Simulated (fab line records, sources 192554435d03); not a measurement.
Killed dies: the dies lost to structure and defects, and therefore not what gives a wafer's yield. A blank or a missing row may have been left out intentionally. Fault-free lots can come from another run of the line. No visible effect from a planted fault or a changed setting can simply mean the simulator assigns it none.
fab line records | flow n5-finfet
record lots=7 wafers=21
route steps=1938 shown GATE_CUT@480 MOL_CONTACT_COAG@570 BEOL_M1@770
start-h: start of the lot's first displayed wafer, in hours after the record's first day | wait-h: hours elapsed since this lot's preceding step | " as in the row above | L1.1+2: one row covering several wafers at once | - no value, or no start was given | * or withheld: withheld | < > ~ a bound
route shown NAME@n: a module of which the file shows steps, and the number in the route of the first | usual: mean/standard deviation of fault-free wafers | same: alike in all rows | chamber/n: place in a boat | sites: readings site by site | _std_site: standard deviation across them | _edge_site: inner sites' mean taken away from outer sites' mean | radius-mm: for every site, how far away it sits from the centre of the wafer | mask NAME#n: copy n | behind: tool/chamber where the wafer was last shaped | hold: why the lot was held/for how many hours/how that ended | device: the n, p or np transistor that did not switch | end of line: tests of these same wafers at the route's end | a step given without rows: its recipe and nothing more | killed: dies that structure and defects cost at the first sort, which is not the same as the wafer's yield | map: a wafer's dies, x killed, . not, _ none there
set.NAME: the setting that was run; set.NAME@STEP: the one run at that earlier step | model.NAME: the simulator's own value behind a step, which no gauge read
one table per step and one row per wafer, for lots whose settings were changed on purpose
## steps
# step N5_GATE_CUT_COAT_27
# recipe resist=underlayer temp-c=205 time-s=60 spin-rpm=1500 resist-thk-nm=10
# columns lot.wafer tool chamber start-h wait-h set.spin-rpm model.underlayer_of_GATE_CUT_COAT_27.thk-nm
L075.2+3+6 litho-track-05 0 - - 1500 10
L083.1+4 litho-track-05 0 - - 1500 10
L083.5 " 0 " " 1570 9.8
L086.3+5 litho-track-03 0 - - 1595 9.8
L086.6 " 0 " " 1500 10
L087.2+3+6 litho-track-02 0 - - 1500 10
L091.2+5 litho-track-02 0 - - 1500 10
L091.3 " 0 " " 1563 9.8
L093.2+5 litho-track-05 0 - - 1378 10.4
L093.6 " 0 " " 1500 10
L095.2+3+6 litho-track-02 0 - - 1500 10
# step N5_GATE_CUT_EXPOSE_10
# recipe mask-id=GATE_CUT na=0.33 source-shape=annular sigma-inner=0.35 sigma-outer=0.8 polarization=unpolarized target-cd-nm=20 dose-mj=43.25
# columns lot.wafer tool chamber start-h wait-h mask set.dose-mj
L075.2+6 euv-scanner-01 0 92.13 - GATE_CUT#0 43.25
L075.3 " 0 " " GATE_CUT#0 40.61
L083.1+4+5 euv-scanner-01 0 139.66 - GATE_CUT#0 40.04
L086.3+6 euv-scanner-01 0 156.94 - GATE_CUT#0 41.5
L086.5 " 0 " " GATE_CUT#0 43.25
L087.2+3 euv-scanner-02 0 160.68 - GATE_CUT#0 43.25
L087.6 " 0 " " GATE_CUT#0 41.73
L091.2 euv-scanner-02 0 192.89 - GATE_CUT#0 41.44
L091.3+5 " 0 " " GATE_CUT#0 43.25
L093.2+6 euv-scanner-01 0 198.83 - GATE_CUT#0 43.25
L093.5 " 0 " " GATE_CUT#0 45.53
L095.2+3+6 euv-scanner-02 0 218.97 - GATE_CUT#0 43.25
# step N5_GATE_CUT_PEB_11
# recipe peb-temp-c=100 peb-time-s=60 resist=CAR-EUV
# step N5_GATE_CUT_DEVELOP_12
# recipe develop-time-s=30 developer=TMAH resist=CAR-EUV rinse-liquid=surfactant-rinse dry=air-spin dev-temp-c=23
# step N5_GATE_CUT_CD_MEAS_13
# recipe target-cd-nm=20 landing-energy-ev=500 detector=se-inlens
# usual cd-nm=20.0/0.33
# columns lot.wafer tool chamber start-h wait-h set.dose-mj@GATE_CUT_EXPOSE_10 cd-nm
L075.2 cd-sem-02 0 92.26 - 43.25 20.1
L075.3 " 0 " " 40.61 18.6
L075.6 " 0 " " 43.25 20.5
L083.1 cd-sem-02 0 139.79 - 40.04 18.9
L083.4 " 0 " " 40.04 18.5
L083.5 " 0 " " 40.04 18.4
L086.3 cd-sem-01 0 157.06 - 41.5 19.1
L086.5 " 0 " " 43.25 19.6
L086.6 " 0 " " 41.5 19.0
L087.2 cd-sem-02 0 160.80 - 43.25 19.7
L087.3 " 0 " " 43.25 19.7
L087.6 " 0 " " 41.73 19.3
L091.2 cd-sem-01 0 193.02 - 41.44 19.3
L091.3 " 0 " " 43.25 20.4
L091.5 " 0 " " 43.25 20.1
L093.2 cd-sem-01 0 198.96 - 43.25 19.9
L093.5 " 0 " " 45.53 21.1
L093.6 " 0 " " 43.25 19.7
L095.2 cd-sem-03 0 219.10 - 43.25 19.6
L095.3 " 0 " " 43.25 20.0
L095.6 " 0 " " 43.25 20.1
# step N5_GATE_CUT_DESCUM_18
# recipe chemistry=O2 time-s=7 source-power-w=50 bias-power-w=20 pressure-mtorr=20 rf-frequency-hz=2.712e+07 temp-c=40 resist=CAR-EUV o2-flow-sccm=225
# columns lot.wafer tool chamber start-h wait-h set.dose-mj@GATE_CUT_EXPOSE_10 model.GATE_CUT.cd-nm
L075.2 rie-diel-05 2 92.38 0.0 43.25 20.2
L075.3 " 3 " " 40.61 18.8
L075.6 " 1 " " 43.25 20
L083.1+4 rie-diel-04 2,1 139.91 0.0 40.04 18.6
L083.5 " 2 " " 40.04 18.4
L086.3+6 rie-diel-05 2,0 157.18 0.0 41.5 19.2
L086.5 " 1 " " 43.25 19.8
L087.2 rie-diel-01 3 160.93 0.0 43.25 20
L087.3 " 1 " " 43.25 19.8
L087.6 " 0 " " 41.73 19
L091.2 rie-diel-04 2 193.14 0.0 41.44 19.2
L091.3+5 " 1 " " 43.25 20.4
L093.2+6 rie-diel-04 0 199.15 0.1 43.25 19.8
L093.5 " 1 " " 45.53 20.8
L095.2+3 rie-diel-04 3,1 219.46 0.3 43.25 19.8
L095.6 " 1 " " 43.25 20
# step N5_GATE_CUT_ETCH_28
# recipe chemistry=N2/H2 target=underlayer target-depth-a=130 mask-material=CAR-EUV time-s=10.4 ion-energy-ev=200 pressure-mtorr=30 source-w=840 bias-w=150 n2-flow-sccm=200 h2-flow-sccm=200 ends=cleared
# columns lot.wafer tool chamber start-h wait-h set.spin-rpm@GATE_CUT_COAT_27 set.dose-mj@GATE_CUT_EXPOSE_10 model.GATE_CUT.cd-nm model.etch.depth-nm
L075.2 rie-diel-05 2 92.41 0.0 1500 43.25 20.4 10.03
L075.3 " 3 " " 1500 40.61 18.8 10.05
L075.6 " 1 " " 1500 43.25 20 10.06
L083.1 rie-diel-04 2 139.95 0.0 1500 40.04 18.6 10.03
L083.4 " 1 " " 1500 40.04 18.6 10.02
L083.5 " 2 " " 1570 40.04 18.4 9.798
L086.3 rie-diel-05 2 157.21 0.0 1595 41.5 19.2 9.741
L086.5 " 1 " " 1595 43.25 19.8 9.736
L086.6 " 0 " " 1500 41.5 19.2 10.04
L087.2 rie-diel-01 3 160.96 0.0 1500 43.25 20 9.932
L087.3 " 1 " " 1500 43.25 20 9.966
L087.6 " 0 " " 1500 41.73 19 9.951
L091.2 rie-diel-04 2 193.18 0.0 1500 41.44 19.2 9.944
L091.3 " 1 " " 1563 43.25 20.6 9.787
L091.5 " 1 " " 1500 43.25 20.4 9.944
L093.2 rie-diel-04 0 199.18 0.0 1378 43.25 19.6 10.43
L093.5 " 1 " " 1378 45.53 21 10.45
L093.6 " 0 " " 1500 43.25 19.8 10.02
L095.2 rie-diel-04 3 219.50 0.0 1500 43.25 19.8 9.975
L095.3 " 1 " " 1500 43.25 20 9.952
L095.6 " 1 " " 1500 43.25 20 9.932
# step N5_GATE_CUT_ETCH_36
# recipe chemistry=CF4 target=SiARC target-depth-a=130 mask-material=CAR-EUV time-s=21.7 ion-energy-ev=80 pressure-mtorr=40 source-w=545 bias-w=36 Ar_flow_sccm=100 cf4-flow-sccm=100 ends=cleared
# columns lot.wafer tool chamber start-h wait-h set.dose-mj@GATE_CUT_EXPOSE_10 model.GATE_CUT.cd-nm
L075.2 rie-diel-05 2 92.43 0.0 43.25 20.4
L075.3 " 3 " " 40.61 18.8
L075.6 " 1 " " 43.25 20.2
L083.1+4+5 rie-diel-04 2,1,2 139.97 0.0 40.04 18.6
L086.3 rie-diel-05 2 157.23 0.0 41.5 19.2
L086.5 " 1 " " 43.25 19.8
L086.6 " 0 " " 41.5 19
L087.2 rie-diel-01 3 160.98 0.0 43.25 20
L087.3 " 1 " " 43.25 19.8
L087.6 " 0 " " 41.73 19
L091.2 rie-diel-04 2 193.20 0.0 41.44 19.2
L091.3+5 " 1 " " 43.25 20.4
L093.2 rie-diel-04 0 199.20 0.0 43.25 19.8
L093.5 " 1 " " 45.53 20.8
L093.6 " 0 " " 43.25 20
L095.2 rie-diel-04 3 219.52 0.0 43.25 20
L095.3+6 " 1 " " 43.25 19.8
# step N5_GATE_CUT_ETCH_37
# recipe chemistry=N2/H2 target=SOC target-depth-a=600 overetch-a=120 mask-material=SiARC temp-c=40 time-s=90 ion-energy-ev=200 pressure-mtorr=30 source-w=840 bias-w=150 n2-flow-sccm=200 h2-flow-sccm=200
# columns lot.wafer tool chamber start-h wait-h set.dose-mj@GATE_CUT_EXPOSE_10 model.GATE_CUT.cd-nm
L075.2 rie-diel-05 2 92.46 0.0 43.25 20.2
L075.3 " 3 " " 40.61 18.8
L075.6 " 1 " " 43.25 20.4
L083.1 rie-diel-04 2 139.99 0.0 40.04 19
L083.4 " 1 " " 40.04 18.4
L083.5 " 2 " " 40.04 18.8
L086.3 rie-diel-05 2 157.26 0.0 41.5 19
L086.5 " 1 " " 43.25 19.8
L086.6 " 0 " " 41.5 19.2
L087.2+3 rie-diel-01 3,1 161.01 0.0 43.25 20
L087.6 " 0 " " 41.73 19
L091.2 rie-diel-04 2 193.22 0.0 41.44 19.6
L091.3+5 " 1 " " 43.25 20.2
L093.2 rie-diel-04 0 199.23 0.0 43.25 19.6
L093.5 " 1 " " 45.53 20.6
L093.6 " 0 " " 43.25 19.8
L095.2 rie-diel-04 3 219.55 0.0 43.25 20.2
L095.3 " 1 " " 43.25 19.6
L095.6 " 1 " " 43.25 19.4
# step N5_GATE_CUT_STRIP_38
# recipe chemistry=N2/H2 temp-c=40 n2-flow-sccm=200 h2-flow-sccm=200 rf-frequency-hz=6e+07
# step N5_GATE_CUT_STRIP_39
# recipe chemistry=N2/H2 temp-c=40 n2-flow-sccm=200 h2-flow-sccm=200 rf-frequency-hz=6e+07
# step N5_GATE_CUT_STRIP_41
# recipe chemistry=CF4 resist=SiARC power-w=300 bias-power-w=75 pressure-mtorr=50 cf4-flow-sccm=150 rf-frequency-hz=6e+07
# step N5_GATE_CUT_STRIP_42
# recipe chemistry=O2 power-w=400 temp-c=40 pressure-mtorr=30 rf-frequency-hz=6e+07 bias-power-w=0 overash-fraction=0.3 o2-flow-sccm=225
# step N5_GATE_CUT_ETCH_19
# recipe chemistry=CH3F/O2 target=SiNx mask-material=SiO2 target-depth-a=537 time-s=76.7 pressure-mtorr=30 source-w=395 bias-w=73 Ar_flow_sccm=150 CH3F_flow_sccm=30 O2_flow_sccm=20 ion-energy-ev=120 ends=cleared
# columns lot.wafer tool chamber start-h wait-h set.dose-mj@GATE_CUT_EXPOSE_10 model.GATE_CUT.cd-nm
L075.2 rie-diel-05 2 92.66 0.0 43.25 20.4
L075.3 " 3 " " 40.61 19
L075.6 " 1 " " 43.25 20.6
L083.1+5 rie-diel-04 2 140.20 0.0 40.04 19.2
L083.4 " 1 " " 40.04 18.6
L086.3 rie-diel-05 2 157.46 0.0 41.5 19.2
L086.5 " 1 " " 43.25 19.8
L086.6 " 0 " " 41.5 19.4
L087.2+3 rie-diel-01 3,1 161.21 0.0 43.25 20
L087.6 " 0 " " 41.73 19
L091.2 rie-diel-04 2 193.43 0.0 41.44 19.8
L091.3 " 1 " " 43.25 20.4
L091.5 " 1 " " 43.25 20.2
L093.2 rie-diel-04 0 199.43 0.0 43.25 19.8
L093.5 " 1 " " 45.53 20.8
L093.6 " 0 " " 43.25 20
L095.2 rie-diel-04 3 219.75 0.0 43.25 20.4
L095.3+6 " 1 " " 43.25 19.8
# step N5_MOL_CONTACT_COAG_EXPOSE_81
# recipe mask-id=VG na=0.33 source-shape=annular sigma-inner=0.3 sigma-outer=0.7 polarization=unpolarized defocus-nm=0 dose-mj=59.5
# columns lot.wafer tool chamber start-h wait-h mask set.dose-mj
L075.2+3+6 euv-scanner-02 0 107.94 - VG#0 57.11
L083.1 euv-scanner-02 0 152.70 - VG#0 59.5
L083.4+5 " 0 " " VG#0 63.08
L087.2+6 euv-scanner-01 0 171.74 - VG#0 59.5
L087.3 " 0 " " VG#0 56.21
L086.3+5+6 euv-scanner-02 0 175.93 - VG#0 59.5
L091.2+3 euv-scanner-01 0 206.69 - VG#0 55.34
L091.5 " 0 " " VG#0 59.5
L093.2 euv-scanner-01 0 213.30 - VG#0 63.47
L093.5+6 " 0 " " VG#0 59.5
L095.2+3+6 euv-scanner-01 0 237.11 - VG#0 59.5
# step N5_MOL_CONTACT_COAG_PEB_82
# recipe peb-temp-c=100 peb-time-s=60 resist=CAR-EUV
# step N5_MOL_CONTACT_COAG_DEVELOP_83
# recipe develop-time-s=30 developer=TMAH resist=CAR-EUV rinse-liquid=surfactant-rinse dry=air-spin dev-temp-c=23
# step N5_MOL_CONTACT_COAG_CD_MEAS_84
# recipe target-cd-nm=25.1 landing-energy-ev=500 detector=se-inlens polarity=opening
# usual cd-nm=25.02/0.21
# columns lot.wafer tool chamber start-h wait-h set.dose-mj@MOL_CONTACT_COAG_EXPOSE_81 cd-nm
L075.2 cd-sem-01 0 108.08 - 57.11 23.96
L075.3 " 0 " " 57.11 24.33
L075.6 " 0 " " 57.11 24.16
L083.1 cd-sem-01 0 152.85 - 59.5 24.80
L083.4 " 0 " " 63.08 26.44
L083.5 " 0 " " 63.08 26.27
L087.2 cd-sem-03 0 171.87 - 59.5 25.00
L087.3 " 0 " " 56.21 23.75
L087.6 " 0 " " 59.5 24.91
L086.3 cd-sem-02 0 176.06 - 59.5 24.92
L086.5 " 0 " " 59.5 24.58
L086.6 " 0 " " 59.5 24.92
L091.2 cd-sem-03 0 206.82 - 55.34 23.44
L091.3 " 0 " " 55.34 24.07
L091.5 " 0 " " 59.5 25.29
L093.2 cd-sem-01 0 213.44 - 63.47 26.25
L093.5 " 0 " " 59.5 25.01
L093.6 " 0 " " 59.5 24.55
L095.2 cd-sem-02 0 237.25 - 59.5 25.00
L095.3 " 0 " " 59.5 24.97
L095.6 " 0 " " 59.5 24.87
# step N5_MOL_CONTACT_COAG_ALD_131
# recipe material=SiO2 target-thk-a=50 temp-c=100 ald-precursor-family=BDEAS ald-co-reactant=O2-plasma pulse-time-s=1 co-reactant-pulse-time-s=1 purge-time-s=2 co-reactant-purge-time-s=2 ald-cycles=35 pressure-torr=2
# columns lot.wafer tool chamber start-h wait-h set.ald-cycles model.SiO2_of_MOL_CONTACT_COAG_ALD_131.thk-nm
L075.2 ald-sin-01 1 109.73 0.1 31 4.4
L075.3+6 " 3,0 " " 35 5
L083.1+4 ald-sin-03 3,2 153.10 0.1 30 4.2
L083.5 " 3 " " 35 5
L087.2 ald-sin-02 0 172.46 0.4 32 4.6
L087.3+6 " 3 " " 35 5
L086.3+5 ald-sin-02 0,1 176.46 0.2 35 5
L086.6 " 2 " " 40 5.8
L091.2+3 ald-sin-03 1,2 207.39 0.1 35 5
L091.5 " 0 " " 37 5.4
L093.2+5 ald-sin-02 3,2 213.72 0.1 35 5
L093.6 " 1 " " 31 4.4
L095.2+3+6 ald-sin-03 2,3,3 237.50 0.1 35 5
# step N5_MOL_CONTACT_COAG_ETCHBACK_135
# recipe chemistry=CHF3 target=SiO2 target-depth-a=250 time-s=16.7 ion-energy-ev=200 pressure-mtorr=30 source-w=610 bias-w=170 Ar_flow_sccm=200 CHF3_flow_sccm=50
# columns lot.wafer tool chamber start-h wait-h set.time-s
L075.2+3+6 rie-diel-03 1,2,3 110.43 0.0 16.7
L083.1+4+5 rie-diel-06 1,3,2 153.41 0.0 16.7
L087.2+6 rie-diel-06 0,2 172.76 0.0 16.7
L087.3 " 3 " " 15.37
L086.3+5+6 rie-diel-02 2,0,1 176.95 0.0 16.7
L091.2 rie-diel-06 3 207.79 0.0 17.87
L091.3+5 " 1,3 " " 16.7
L093.2+6 rie-diel-06 2,1 214.03 0.0 15.33
L093.5 " 0 " " 16.7
L095.2+3+6 rie-diel-06 1,2,0 237.89 0.0 16.7
# step N5_MOL_CONTACT_COAG_STRIP_118
# recipe chemistry=CHF3 resist=SiARC rf-frequency-hz=6e+07
# step N5_MOL_CONTACT_COAG_VIA_ETCH_46
# recipe chemistry=C4F6/O2 target-depth-a=460 overetch-a=92 mask-material=SOC target=SiO2 bias-w=455 pressure-mtorr=10 time-s=40 source-w=325 Ar_flow_sccm=300 C4F6_flow_sccm=10 O2_flow_sccm=10 ion-energy-ev=575.3 ends=end-point
# step N5_MOL_CONTACT_COAG_PRECLEAN_144
# recipe chemistry=alkaline-clean temp-c=60 time-s=60 do-ppb=50
# step N5_MOL_CONTACT_COAG_SRD_145
# recipe dry=ipa-marangoni time-s=30 temp-c=23 rinse-liquid=diw
# step N5_MOL_CONTACT_COAG_CD_MEAS_137
# recipe target-cd-nm=16
# usual cd-nm=15.9/0.31
# columns lot.wafer tool chamber start-h wait-h set.dose-mj@MOL_CONTACT_COAG_EXPOSE_81 cd-nm
L075.2 cd-sem-03 - 110.80 0.0 57.11 15.2
L075.3 " - " " 57.11 14.6
L075.6 " - " " 57.11 14.8
L083.1 cd-sem-03 - 153.78 0.0 59.5 15.6
L083.4 " - " " 63.08 17.2
L083.5 " - " " 63.08 17.2
L087.2 cd-sem-01 - 173.13 0.0 59.5 15.9
L087.3 " - " " 56.21 14.5
L087.6 " - " " 59.5 15.5
L086.3 cd-sem-01 - 177.32 0.0 59.5 16.2
L086.5 " - " " 59.5 15.8
L086.6 " - " " 59.5 15.6
L091.2 cd-sem-02 - 208.20 0.0 55.34 14.9
L091.3 " - " " 55.34 14.3
L091.5 " - " " 59.5 16.4
L093.2 cd-sem-03 - 214.41 0.0 63.47 16.7
L093.5 " - " " 59.5 15.9
L093.6 " - " " 59.5 15.2
L095.2 cd-sem-02 - 238.25 0.0 59.5 15.6
L095.3 " - " " 59.5 16.3
L095.6 " - " " 59.5 15.9
# step N5_MOL_CONTACT_COAG_COAT_64
# recipe resist=underlayer temp-c=205 time-s=60 spin-rpm=1500 resist-thk-nm=10
# columns lot.wafer tool chamber start-h wait-h set.spin-rpm
L075.2+3 litho-track-04 0 - - 1500
L075.6 " 0 " " 1457
L083.1+4+5 litho-track-01 0 - - 1500
L087.2+3+6 litho-track-03 0 - - 1500
L086.3+6 litho-track-04 0 - - 1500
L086.5 " 0 " " 1590
L091.2+3+5 litho-track-04 0 - - 1500
L093.2+6 litho-track-04 0 - - 1500
L093.5 " 0 " " 1391
L095.2+3+6 litho-track-01 0 - - 1500
# step N5_MOL_CONTACT_COAG_COAT_34
# recipe resist=CAR-EUV spin-rpm=1500 resist-thk-nm=40
# step N5_MOL_CONTACT_COAG_EBR_36
# recipe solvent=PGMEA ebr-width-mm=1.5
# step N5_MOL_CONTACT_COAG_DESCUM_45
# recipe chemistry=O2 time-s=7 source-power-w=50 bias-power-w=20 pressure-mtorr=20 rf-frequency-hz=2.712e+07 temp-c=40 resist=CAR-EUV o2-flow-sccm=225
# step N5_MOL_CONTACT_COAG_ETCH_65
# recipe chemistry=N2/H2 target=underlayer target-depth-a=130 mask-material=CAR-EUV time-s=10.4 ion-energy-ev=200 pressure-mtorr=30 source-w=840 bias-w=150 n2-flow-sccm=200 h2-flow-sccm=200 ends=cleared
# columns lot.wafer tool chamber start-h wait-h set.spin-rpm@MOL_CONTACT_COAG_COAT_64 model.etch.depth-nm
L075.2 rie-diel-03 1 111.57 0.0 1500 9.973
L075.3 " 0 " " 1500 9.964
L075.6 " 0 " " 1457 10.11
L083.1 rie-diel-02 2 154.38 0.0 1500 9.955
L083.4 " 3 " " 1500 9.929
L083.5 " 1 " " 1500 9.959
L087.2 rie-diel-03 1 174.37 0.0 1500 10.02
L087.3 " 0 " " 1500 10.01
L087.6 " 0 " " 1500 10
L086.3 rie-diel-06 3 177.93 0.0 1500 9.994
L086.5 " 2 " " 1590 9.739
L086.6 " 1 " " 1500 9.984
L091.2 rie-diel-02 0 208.80 0.0 1500 10.03
L091.3 " 1 " " 1500 10.02
L091.5 " 1 " " 1500 10.04
L093.2 rie-diel-03 3 215.13 0.0 1500 9.98
L093.5 " 1 " " 1391 10.36
L093.6 " 0 " " 1500 9.973
L095.2 rie-diel-06 1 238.89 0.0 1500 10.04
L095.3+6 " 0,1 " " 1500 10.02
# step N5_BEOL_M1_ETCH_64
# recipe chemistry=N2/H2 target=SOC target-depth-a=750 overetch-a=150 mask-material=SiARC temp-c=40 time-s=112.5 ion-energy-ev=200 pressure-mtorr=30 source-w=840 bias-w=150 n2-flow-sccm=200 h2-flow-sccm=200
# usual rf-vpp-V=524.0/2.2
# columns lot.wafer tool chamber start-h wait-h set.bias-w rf-vpp-V
L075.2 rie-diel-05 2 130.67 0.0 150 523.2
L075.3 " 1 " " 150 524.3
L075.6 " 1 " " 150 524.5
L083.1 rie-diel-05 3 181.87 0.0 136.2 491.6
L083.4 " 0 " " 136.2 497.3
L083.5 " 2 " " 150 522.6
L087.2 rie-diel-01 1 192.88 0.0 150 523.0
L087.3 " 3 " " 150 521.1
L087.6 " 3 " " 150 521.4
L086.3 rie-diel-01 2 199.11 0.1 161.7 548.2
L086.5 " 2 " " 161.7 548.7
L086.6 " 3 " " 150 520.5
L091.2 rie-diel-05 3 237.32 0.0 130.7 480.2
L091.3 " 2 " " 130.7 480.3
L091.5 " 3 " " 130.7 480.2
L093.2 rie-diel-05 3 237.55 0.0 150 522.5
L093.5 " 0 " " 150 527.3
L093.6 " 3 " " 150 523.6
L095.2 rie-diel-05 0 263.02 0.0 150 527.7
L095.3 " 1 " " 150 524.5
L095.6 " 1 " " 150 523.4
## key
split step=N5_GATE_CUT_COAT_27 setting=spin-rpm stated=1500 by=wafer
response step=N5_GATE_CUT_COAT_27 reading=model.underlayer_of_GATE_CUT_COAT_27.thk-nm change=-0.0432 per=1% r=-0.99
response step=N5_GATE_CUT_ETCH_28 reading=model.etch.depth-nm change=-0.0482 per=1% r=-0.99
split step=N5_GATE_CUT_EXPOSE_10 setting=dose-mj stated=43.25 by=wafer
response step=N5_GATE_CUT_CD_MEAS_13 reading=cd-nm change=+0.219 per=1% r=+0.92
response step=N5_GATE_CUT_DESCUM_18 reading=model.GATE_CUT.cd-nm change=+0.214 per=1% r=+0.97
response step=N5_GATE_CUT_ETCH_28 reading=model.GATE_CUT.cd-nm change=+0.241 per=1% r=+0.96
response step=N5_GATE_CUT_ETCH_36 reading=model.GATE_CUT.cd-nm change=+0.224 per=1% r=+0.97
response step=N5_GATE_CUT_ETCH_37 reading=model.GATE_CUT.cd-nm change=+0.205 per=1% r=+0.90
response step=N5_GATE_CUT_ETCH_19 reading=model.GATE_CUT.cd-nm change=+0.193 per=1% r=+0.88
split step=N5_MOL_CONTACT_COAG_EXPOSE_81 setting=dose-mj stated=59.5 by=wafer
response step=N5_MOL_CONTACT_COAG_CD_MEAS_84 reading=cd-nm change=+0.228 per=1% r=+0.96
response step=N5_MOL_CONTACT_COAG_CD_MEAS_137 reading=cd-nm change=+0.228 per=1% r=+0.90
split step=N5_MOL_CONTACT_COAG_ALD_131 setting=ald-cycles stated=35 by=wafer
response step=N5_MOL_CONTACT_COAG_ALD_131 reading=model.SiO2_of_MOL_CONTACT_COAG_ALD_131.thk-nm change=+0.0545 per=1% r=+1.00
split step=N5_MOL_CONTACT_COAG_ETCHBACK_135 setting=time-s stated=16.7 by=wafer
response none clear
split step=N5_MOL_CONTACT_COAG_COAT_64 setting=spin-rpm stated=1500 by=wafer
response step=N5_MOL_CONTACT_COAG_ETCH_65 reading=model.etch.depth-nm change=-0.0485 per=1% r=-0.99
split step=N5_BEOL_M1_ETCH_64 setting=bias-w stated=150 by=wafer
response step=N5_BEOL_M1_ETCH_64 reading=rf-vpp-V change=+3.27 per=1% r=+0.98
